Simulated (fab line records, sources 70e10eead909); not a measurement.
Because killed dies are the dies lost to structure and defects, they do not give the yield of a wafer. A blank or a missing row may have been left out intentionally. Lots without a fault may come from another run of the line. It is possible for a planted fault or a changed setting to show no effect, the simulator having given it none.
One fault seen from 3 desks -- flow nandHarc -- each desk holds nothing but its own numbers, with what lay behind them at the end

## AT THE TOOL OWNER'S DESK: pecvdOnon-02
The tool's own readings at NHARC_A_ONON_D2_DEP_06 (target thk 1000 nm): means of the sampled wafers that have a number, for each lot that ran on this tool. The brackets show how far a lot's mean lies from the usual mean; more than 4 standard deviations puts the lot out of limits, marked OUT.
Columns: A = n2oFlowSccm at NHARC_A_ONON_D2_DEP_06, usual 2000 sccm
lot,first seen here,A
L207,day 12 10:14,2002
L210,day 13 16:32,2002
L212,day 14 07:11,1997
L217,day 17 06:17,2003
L221,day 18 11:50,2001
L228,day 21 14:22,2001
This desk's finding: nothing out of limits on any of the 6 lots.

## THE DEFECT DESK
Per lot, the means of the sampled wafers with a number show what the inspections along the route counted. The brackets show how far a lot's mean lies from the usual mean; more than 4 standard deviations puts the lot out of limits, marked OUT.
Columns: A = rawDefectCount at NHARC_A_CHANNEL_HOLE_D1_INSPECT_40, usual 72
lot,first seen here,A
L207,day 8 19:03,107
L208,day 9 15:46,110
L209,day 9 20:19,49
L210,day 10 06:47,106
L212,day 10 23:01,95
L217,day 13 16:22,72
L218,day 13 23:38,65
L221,day 14 19:11,35
L224,day 16 03:33,74
L225,day 16 10:04,52
L227,day 17 14:45,63
L228,day 18 03:53,52
L229,day 18 04:37,63
This desk's finding: nothing out of limits on any of the 13 lots.

## THE METROLOGY DESK
Means of the sampled wafers that have a number, per lot and without regard to the tool the lot ran on: this is what the gauges read. The brackets show how far a lot's mean lies from the usual mean; more than 4 standard deviations puts the lot out of limits, marked OUT.
Columns: A = thkNm at NHARC_A_CHANNEL_FILL_D1_THK_MEAS_06, usual 4.9 nm; B = thkNm at NHARC_A_ONON_D2_THK_MEAS_08, usual 1003 nm
lot,first seen here,A,B
L207,day 10 07:22,5.8,1010
L208,day 11 06:05,4.8,1006
L209,day 11 06:05,5.2,1000
L210,day 11 19:13,4.3,1002
L212,day 12 11:00,5.0,1024
L217,day 15 07:49,4.6,530 (-39) OUT
L218,day 15 11:27,4.4,983
L221,day 16 10:30,4.9,546 (-38) OUT
L224,day 17 16:13,4.1,1020
L225,day 17 22:43,4.8,998
L227,day 19 03:11,4.9,996
L228,day 19 16:48,4.1,1003
L229,day 19 16:48,5.2,1015
This desk's finding: out of limits on L217, L221; first on L217, day 17 06:44 (thkNm at NHARC_A_ONON_D2_THK_MEAS_08). Within limits: L207, L208, L209, L210, L212, L218, L224, L225, L227, L228, L229.

## ALL TOGETHER
Metrology desk: alarm possible at day 17 06:44 on L217, L221.
The desk of the tool owner found nothing out of limits.
Nothing out of limits was seen by the defect desk.
The tool owner's desk has L217, L221 on record, within its limits.
The defect desk has L217, L221 on record, within its limits.
All the named lots went through NHARC_A_ONON_D2_DEP_06 on pecvdOnon-02.

## WHAT THE SIMULATOR HAD INSERTED
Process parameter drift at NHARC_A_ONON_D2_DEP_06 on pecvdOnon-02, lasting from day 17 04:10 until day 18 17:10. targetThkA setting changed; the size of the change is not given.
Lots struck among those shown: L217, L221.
Per desk, hours elapsed from the start of the fault to the first reading out of limits: for the metrology desk, 3.
